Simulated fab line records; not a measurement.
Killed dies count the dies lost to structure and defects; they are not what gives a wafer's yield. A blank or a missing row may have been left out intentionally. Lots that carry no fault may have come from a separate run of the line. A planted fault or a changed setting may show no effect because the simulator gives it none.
fab line records	flow nandHarc
[record] lots = 14	wafers = 42	lastDay = 34
route steps=1302 shown A_SLIT@938 A_WL_FILL@953
lots that met no fault: from a run of the same line without faults
startH: hours from the record's opening day to when the first of the lot's shown wafers began	waitH: hours elapsed since this lot's preceding step	" repeats the value in the row above	L1.1+2: a row that stands for several wafers	- no value present, or no start provided	* or withheld: withheld	< > ~ a bound
route shown NAME@n: a module of which the file shows steps, and the number in the route of the first	usual: mean/standard deviation of fault-free wafers	same: alike in all rows	chamber/n: place in a boat	sites: readings site by site	_std_site: the values' standard deviation	_edge_site: mean of outer sites minus mean of inner sites	radiusMm: how far each site lies from the wafer's centre	mask NAME#n: copy n	behind: tool/chamber where the wafer was last shaped	hold: why the lot was held/for how many hours/how that ended	device: transistor that didn't switch, given as n, p or np	end of line: the same wafers' tests at the end of the route	a step without rows: its recipe alone	killed: count of dies lost to structure and defects at first sort (not the wafer's yield)	map: per-die view of a wafer (x killed, . not killed, _ where there is no die)
set.NAME: the setting the step ran with; set.NAME@STEP: the setting that earlier step ran with	model.NAME: the simulator's own value behind a step, which no gauge read
the route's steps for a sample of lots (tables are steps, rows are wafers)
services: a tool's chamber out of use, with start hour (startH, from the record's first day; less than 0 if before it), hours out, and reason
[[steps]]
[step NHARC_A_SLIT_ETCH_15]
[recipe] targetDepthA = 62000	overEtchFrac = 0.3	timeS = 1612	ionEnergyEv = 150	o2FlowSccm = 400	cosFlowSccm = 20	arFlowSccm = 0	rfW = 500	biasW = 300	chemistry = O2/COS
[usual] biasW = 300.1/0.88	drypumpMotorCurrentA = 5.8/0.45	oesProductAu = 0.997/0.0073	rfVppV = 313.6/1.5	showerheadPlenumPTorr = 3.08/0.083	throttleValvePct = 28.330/0.0089
lot.wafer	tool	chamber	startH	waitH	biasW	drypumpMotorCurrentA	oesProductAu	rfHoursCounterH	rfVppV	showerheadPlenumPTorr	throttleValvePct
L850.4	rieDiel-02	2	-	-	299.7	5.8	0.997	3.8	312.4	2.94	28.329
L850.2	"	3	"	"	299.7	5.7	1.001	3.5	314.0	3.08	28.315
L850.6	"	2	"	"	300.2	5.8	1.007	-	311.3	2.94	28.327
L852.2	rieDiel-06	2	-	-	301.3	6.4	0.979	8.6	312.4	3.01	28.320
L852.1	"	0	"	"	301.4	5.4	1.001	8.0	315.7	3.17	28.329
L852.4	"	3	"	"	300.9	5.8	0.988	-	314.5	3.12	28.329
L851.1	rieDiel-11	2	-	-	300.3	6.1	1.004	2.1	314.3	3.08	28.326
L851.4	"	3	"	"	299.9	4.7	1.001	2.1	313.8	3.16	28.334
L851.3	"	0	"	"	299.1	6.4	1.003	2.0	316.9	3.25	28.338
L854.1	rieDiel-11	2	-	-	298.7	6.1	0.996	3.7	313.6	3.08	28.328
L854.2	"	1	"	"	299.8	5.8	1.002	3.6	313.1	3.05	28.316
L854.6	"	3	"	"	298.3	4.7	0.996	-	313.5	3.16	28.336
L855.4	rieDiel-06	0	-	-	299.1	5.4	1.005	1.5	315.8	3.17	28.334
L855.1	"	1	"	"	300.9	5.8	1.003	1.5	312.3	3.05	28.328
L855.6	"	0	"	"	299.9	5.4	0.997	-	315.1	3.17	28.344
L856.4	rieDiel-02	3	-	-	300.0	5.7	0.995	7.9	314.6	3.08	28.342
L856.2	"	0	"	"	299.0	6.4	0.986	7.4	313.9	3.09	28.317
L856.6	"	3	"	"	300.9	5.6	1.004	-	313.1	3.08	28.333
L858.1	rieDiel-06	2	-	-	300.4	6.4	1.000	4.4	313.1	3.01	28.315
L858.2	"	3	"	"	299.5	5.7	1.000	4.7	314.3	3.12	28.324
L858.5	"	2	"	"	300.7	6.4	0.994	-	312.5	3.01	28.324
L861.1	rieDiel-11	0	-	-	299.7	6.4	1.012	7.9	315.7	3.25	28.324
L861.4	"	1	"	"	301.5	5.8	1.017	8.1	312.9	3.04	28.319
L861.5	"	3	"	"	300.7	4.7	1.008	-	314.3	3.15	28.318
L868.1	rieDiel-11	0	-	-	301.0	6.4	1.000	0.5	316.1	3.25	28.311
L868.4	"	1	"	"	300.2	5.8	1.003	0.6	312.8	3.04	28.323
L868.3	"	2	"	"	300.3	6.1	0.995	0.6	314.1	3.07	28.326
L867.4	rieDiel-02	3	-	-	300.4	5.6	0.995	4.9	313.8	3.08	28.332
L867.3	"	2	"	"	301.3	5.8	0.995	4.6	311.7	2.93	28.323
L867.6	"	0	"	"	300.2	6.3	0.988	-	312.2	3.08	28.346
L869.3	rieDiel-06	1	-	-	298.2	5.8	0.988	8.9	313.9	3.05	28.328
L869.5	"	0	"	"	299.6	5.4	0.995	-	314.5	3.17	28.331
L869.6	"	1	"	"	299.8	5.8	0.993	-	310.9	3.05	28.343
L871.2	rieDiel-02	0	-	-	299.6	6.4	0.997	7.4	313.0	3.08	28.327
L871.4	"	3	"	"	300.9	5.7	1.005	7.2	314.3	3.07	28.321
L871.6	"	1	"	"	300.5	5.7	0.993	-	311.3	2.96	28.337
L870.2	rieDiel-06	0	-	-	299.8	5.4	0.992	0.7	314.4	3.17	28.337
L870.1	"	1	"	"	300.0	5.8	0.994	0.5	312.9	3.05	28.324
L870.3	"	3	"	"	299.6	5.7	0.998	0.7	313.4	3.12	28.345
L872.6	rieDiel-11	3	-	-	301.1	4.7	0.999	-	313.7	3.15	28.318
L872.4	"	0	"	"	299.8	6.4	0.996	-	316.6	3.24	28.328
L872.5	"	1	"	"	301.1	5.7	0.997	-	312.0	3.04	28.324
[step NHARC_A_WL_FILL_RTA_01]
[recipe] tempC = 1000	timeS = 5
[usual] lampPowerPct = 28.1/1.8	lamp_zone_3_pct = 28.1/1.8	lamp_zone_7_pct = 28.5/1.8	wafer_temp_C_max = 1003.4/1.2
lot.wafer	tool	chamber	startH	waitH	lampPowerPct	lamp_zone_3_pct	lamp_zone_7_pct	wafer_temp_C_max
L850.2	rtpAnneal-02	0	479.44	-	25.5	25.5	26.0	1002.5
L850.4	"	0	"	"	25.6	25.6	26.0	1001.4
L850.6	"	0	"	"	25.6	25.6	25.9	1001.7
L852.1	rtpAnneal-02	0	483.58	-	25.5	25.6	25.9	1002.0
L852.2	"	0	"	"	25.6	25.6	26.0	1002.4
L852.4	"	0	"	"	25.5	25.5	26.0	1002.2
L851.1	rtpAnneal-02	0	487.28	-	25.6	25.6	26.0	1002.1
L851.3	"	0	"	"	25.5	25.6	26.0	1003.6
L851.4	"	0	"	"	25.6	25.6	26.0	1002.7
L854.1	rtpAnneal-01	0	508.58	-	29.3	29.4	29.8	1003.1
L854.2	"	0	"	"	29.4	29.3	29.9	1004.1
L854.6	"	0	"	"	29.4	29.4	29.8	1003.7
L855.1	rtpAnneal-01	0	529.80	-	29.4	29.4	29.8	1004.5
L855.4	"	0	"	"	29.3	29.3	29.8	1003.5
L855.6	"	0	"	"	29.3	29.4	29.8	1005.0
L856.2	rtpAnneal-01	0	537.00	-	29.4	29.4	29.8	1005.4
L856.4	"	0	"	"	29.3	29.4	29.9	1004.9
L856.6	"	0	"	"	29.4	29.3	29.9	1004.2
L858.1	rtpAnneal-01	0	581.46	-	29.4	29.4	29.8	1003.8
L858.2	"	0	"	"	29.4	29.3	29.8	1002.9
L858.5	"	0	"	"	29.3	29.3	29.8	1004.7
L861.1	rtpAnneal-02	0	592.78	-	25.6	25.6	26.0	1002.1
L861.4	"	0	"	"	25.6	25.6	26.0	1002.1
L861.5	"	0	"	"	25.6	25.6	26.0	1003.3
L867.3	rtpAnneal-01	0	661.55	-	29.3	29.4	29.8	1004.0
L867.4	"	0	"	"	29.4	29.4	29.8	1005.3
L867.6	"	0	"	"	29.4	29.3	29.9	1004.4
L868.1	rtpAnneal-01	0	661.67	-	29.4	29.3	29.9	1004.1
L868.3	"	0	"	"	29.3	29.4	29.8	1004.7
L868.4	"	0	"	"	29.3	29.3	29.8	1005.6
L869.3	rtpAnneal-02	0	665.79	-	25.6	25.6	26.0	1001.6
L869.5	"	0	"	"	25.6	25.6	26.0	1000.8
L869.6	"	0	"	"	25.5	25.5	26.0	1002.1
L871.2	rtpAnneal-02	0	682.42	-	25.5	25.6	25.9	1002.2
L871.4	"	0	"	"	25.6	25.6	25.9	1002.7
L871.6	"	0	"	"	25.5	25.6	26.0	1002.1
L870.1	rtpAnneal-01	0	695.27	-	29.4	29.3	29.7	1003.8
L870.2	"	0	"	"	29.4	29.3	29.8	1003.5
L870.3	"	0	"	"	29.3	29.4	29.8	1004.6
L872.4	rtpAnneal-01	0	714.00	-	29.3	29.4	29.8	1004.2
L872.5	"	0	"	"	29.4	29.4	29.8	1004.2
L872.6	"	0	"	"	29.4	29.3	29.8	1004.1
[step NHARC_A_WL_FILL_ETCHBACK_16]
[recipe] targetDepthA = 1200	timeS = 24	c4f8FlowSccm = withheld	o2FlowSccm = 8	arFlowSccm = withheld	rfW = 600	biasW = 800	chemistry = C4F8/O2/Ar
[usual] biasW = 799.9/2.4	oesProductAu = 0.987/0.028	rfVppV = 722/4.4	runLengthS = 45.2/0.48
lot.wafer	tool	chamber	startH	waitH	biasW	oesProductAu	rfHoursCounterH	rfVppV	runLengthS
L850.4	rieDiel-07	3	493.18	-	799.3	1.000	0.2	728	44.7
L850.2	"	0	"	"	799.8	1.015	0.2	729	45.2
L850.6	"	1	"	"	801.2	1.000	-	720	45.4
L852.1	rieDiel-05	2	493.19	-	800.2	0.943	1.8	729	45.2
L852.2	"	3	"	"	799.9	0.968	1.6	722	46.2
L852.4	"	0	"	"	797.4	0.974	2.0	717	45.5
L851.3	rieDiel-05	3	498.74	-	799.3	0.998	1.7	719	45.8
L851.1	"	1	"	"	800.9	0.986	1.9	719	44.8
L851.4	"	2	"	"	797.0	0.992	1.9	729	45.0
L854.2	rieDiel-07	2	519.84	-	795.3	0.989	1.0	720	44.8
L854.1	"	0	"	"	801.0	1.011	0.9	729	45.0
L854.6	"	2	"	"	795.1	0.999	-	721	44.9
L855.1	rieDiel-09	2	541.17	-	800.6	1.010	2.2	714	44.8
L855.4	"	0	"	"	801.6	1.012	2.0	720	45.8
L855.6	"	2	"	"	800.2	0.997	-	716	45.1
L856.2	rieDiel-05	2	549.35	-	798.4	0.999	3.4	729	45.0
L856.4	"	1	"	"	800.5	0.990	3.4	717	44.8
L856.6	"	3	"	"	803.5	1.001	-	720	46.2
L858.1	rieDiel-09	2	593.22	-	-	0.997	3.9	716	27.1
L858.2	"	3	"	"	-	1.003	3.9	725	27.3
L858.5	"	1	"	"	-	1.000	-	726	26.7
L861.1	rieDiel-09	2	606.39	-	-	0.973	5.1	716	27.3
L861.4	"	3	"	"	-	0.979	5.0	721	27.0
L861.5	"	1	"	"	-	0.996	-	727	26.8
L867.4	rieDiel-09	0	673.13	-	799.6	1.010	8.5	721	45.9
L867.3	"	2	"	"	795.0	0.995	8.8	715	45.5
L867.6	"	0	"	"	803.3	1.008	-	720	45.7
L868.1	rieDiel-07	2	675.01	-	794.4	1.009	0.3	720	44.8
L868.4	"	0	"	"	804.2	1.012	0.4	729	44.8
L868.3	"	1	"	"	800.0	1.012	0.3	720	45.2
L869.3	rieDiel-07	2	678.60	-	802.5	0.996	0.4	722	44.9
L869.5	"	0	"	"	800.8	1.010	-	730	45.2
L869.6	"	1	"	"	798.6	0.999	-	719	45.4
L871.2	rieDiel-05	1	695.07	-	799.9	0.952	2.7	718	44.9
L871.4	"	0	"	"	797.2	0.971	3.0	718	45.6
L871.6	"	2	"	"	805.2	0.976	-	728	44.8
L870.1	rieDiel-07	1	707.02	-	796.4	0.925	1.2	719	45.2
L870.2	"	2	"	"	802.8	0.928	1.2	721	45.3
L870.3	"	3	"	"	803.8	0.931	1.2	730	44.4
L872.4	rieDiel-05	3	725.21	-	800.7	1.004	4.0	721	45.5
L872.5	"	2	"	"	800.2	0.999	-	728	44.8
L872.6	"	3	"	"	807.1	1.009	-	719	45.9
[step NHARC_A_WL_FILL_STRIP_29]
[recipe] timeS = 20	o2FlowSccm = 500	arFlowSccm = 0	biasW = 0	chemistry = O2
[usual] drypumpMotorCurrentA = 5.6/0.51	oesProductAu = 1.002/0.0072	rfVppV = 57.6/0.85	showerheadPlenumPTorr = 3.49/0.15	throttleValvePct = 17.037/0.0091
[same] biasW = 0
lot.wafer	tool	chamber	startH	waitH	drypumpMotorCurrentA	oesProductAu	rfHoursCounterH	rfVppV	showerheadPlenumPTorr	throttleValvePct
L850.4	rieDiel-07	2	493.26	0.1	5.2	0.990	0.3	57.8	3.45	17.035
L850.2	"	0	"	"	5.5	1.001	0.2	58.5	3.72	17.022
L850.6	"	3	"	"	6.0	1.001	-	57.0	3.69	17.051
L852.1	rieDiel-05	3	493.28	0.1	5.3	0.996	1.6	56.7	3.45	17.045
L852.2	"	0	"	"	5.2	1.001	2.0	57.1	3.31	17.052
L852.4	"	1	"	"	5.9	0.997	1.9	57.6	3.37	17.038
L851.1	rieDiel-05	0	498.84	0.1	5.3	1.004	2.2	57.0	3.31	17.035
L851.4	"	2	"	"	6.6	1.007	1.9	56.9	3.68	17.030
L851.3	"	3	"	"	5.3	1.003	1.7	56.4	3.45	17.034
L854.2	rieDiel-07	3	519.95	0.1	6.0	1.013	0.9	57.9	3.69	17.029
L854.1	"	0	"	"	5.5	1.009	0.9	57.5	3.72	17.039
L854.6	"	1	"	"	6.5	1.009	-	56.8	3.40	17.046
L855.1	rieDiel-09	1	541.27	0.1	5.2	1.017	2.1	57.7	3.64	17.044
L855.4	"	3	"	"	5.0	1.005	2.1	56.7	3.53	17.029
L855.6	"	2	"	"	5.5	1.008	-	57.0	3.28	17.031
L856.2	rieDiel-05	2	549.45	0.1	6.6	0.991	3.4	58.0	3.68	17.032
L856.4	"	3	"	"	5.3	0.988	3.5	58.4	3.45	17.025
L856.6	"	1	"	"	5.9	0.983	-	56.6	3.37	17.048
L858.2	rieDiel-09	1	593.29	0.1	5.2	0.997	4.0	57.4	3.64	17.036
L858.1	"	3	"	"	5.0	0.998	3.9	57.2	3.53	17.026
L858.5	"	2	"	"	5.5	0.997	-	57.7	3.28	17.044
L861.1	rieDiel-09	1	606.46	0.1	5.2	1.009	4.9	60.1	3.64	17.030
L861.4	"	2	"	"	5.5	1.005	5.1	57.3	3.28	17.041
L861.5	"	1	"	"	5.2	0.996	-	58.2	3.64	17.040
L867.3	rieDiel-09	0	673.23	0.1	5.1	0.998	8.6	58.1	3.43	17.036
L867.4	"	2	"	"	5.5	0.997	8.9	56.4	3.28	17.026
L867.6	"	3	"	"	5.0	1.007	-	57.8	3.53	17.042
L868.1	rieDiel-07	3	675.11	0.1	6.0	1.007	0.4	58.0	3.69	17.042
L868.3	"	0	"	"	5.5	1.005	0.4	58.7	3.72	17.057
L868.4	"	1	"	"	6.4	1.016	0.3	57.9	3.39	17.041
L869.3	rieDiel-07	2	678.69	0.1	5.1	0.992	0.4	59.0	3.44	17.044
L869.5	"	3	"	"	6.0	0.998	-	57.0	3.69	17.049
L869.6	"	0	"	"	5.5	1.004	-	57.5	3.72	17.030
L871.4	rieDiel-05	3	695.17	0.1	5.3	1.011	3.1	58.4	3.45	17.024
L871.2	"	2	"	"	6.6	1.006	3.4	58.2	3.67	17.039
L871.6	"	3	"	"	5.3	1.012	-	58.5	3.44	17.036
L870.1	rieDiel-07	2	707.14	0.1	5.1	0.993	1.2	57.1	3.44	17.055
L870.2	"	3	"	"	6.0	1.003	1.2	57.4	3.69	17.047
L870.3	"	1	"	"	6.5	1.002	1.2	57.0	3.39	17.036
L872.4	rieDiel-05	0	725.31	0.1	5.3	1.010	3.9	57.9	3.31	17.038
L872.5	"	1	"	"	5.9	0.999	-	55.8	3.37	17.024
L872.6	"	2	"	"	6.6	0.994	-	58.4	3.67	17.042
[[services]]
tool	chamber	startH	hours	kind
rieDiel-11	3	445.59	1.5	repair
rieDiel-07	1	449.66	8.0	repair
rieDiel-05	3	454.32	13.3	repair
rieDiel-07	-	471.20	9.0	pm
rieDiel-05	3	477.37	7.7	repair
rieDiel-07	3	482.43	2.6	repair
rieDiel-05	2	483.52	7.3	repair
rieDiel-05	1	488.81	3.4	repair
rieDiel-05	1	494.35	3.9	repair
rieDiel-09	-	497.39	9.0	pm
rieDiel-05	-	501.81	0.3	repair
rieDiel-05	0	509.42	4.1	repair
rieDiel-05	-	521.10	0.9	repair
rieDiel-07	1	532.62	2.0	repair
rieDiel-07	-	563.31	25.6	repair
rieDiel-05	-	583.61	9.0	pm
rieDiel-07	1	607.34	3.5	repair
rieDiel-05	1	623.40	5.8	repair
rieDiel-07	-	648.20	9.0	pm
rieDiel-05	1	670.92	3.9	repair
rieDiel-09	-	674.39	9.0	pm
rieDiel-07	0	697.54	17.8	repair
rieDiel-07	3	721.02	3.8	repair
rieDiel-09	3	722.26	4.5	repair
[[key]]
[firstSign] step = NHARC_A_WL_FILL_ETCHBACK_16	reading = runLengthS	direction = down	sigmas = 38	usual = *	struck = *
effect none on later readings
metAt NHARC_A_WL_FILL_ETCHBACK_16
struckLots L858,L861
laterRowsLeftOut L858.1,L858.2,L858.5,L861.1,L861.4,L861.5
sortLeftOut L858.1,L858.2,L858.5,L861.1,L861.4,L861.5
testerLeftOut L858,L861
notActingAt NHARC_A_SLIT_ETCH_15,NHARC_A_WL_FILL_RTA_01,NHARC_A_WL_FILL_STRIP_29
onsetBetween 541.17 593.22
[fault] kind = processParameterDrift	tool = rieDiel-09	chamber = -	onsetH = 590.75	steps = NHARC_A_WL_FILL_ETCHBACK_16	channel = timeS	offset = *	shape = step	endH = 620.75	actsIn = *	stated = *
// testerLeftOut: of these lots the tester's yield and bins aren't shown, on N5 and GAA mostly nor the transistor test; their killed dies are dies lost to structure and defects alone, not to doping, threshold or leakage, so they don't give the yield
// sortLeftOut: the simulated sort isn't trusted on such a fault, so these wafers' sort isn't shown, and their yield isn't known
// laterRowsLeftOut: the simulator's readings of these wafers behind a module that went badly wrong aren't trusted and aren't shown, but for the sort
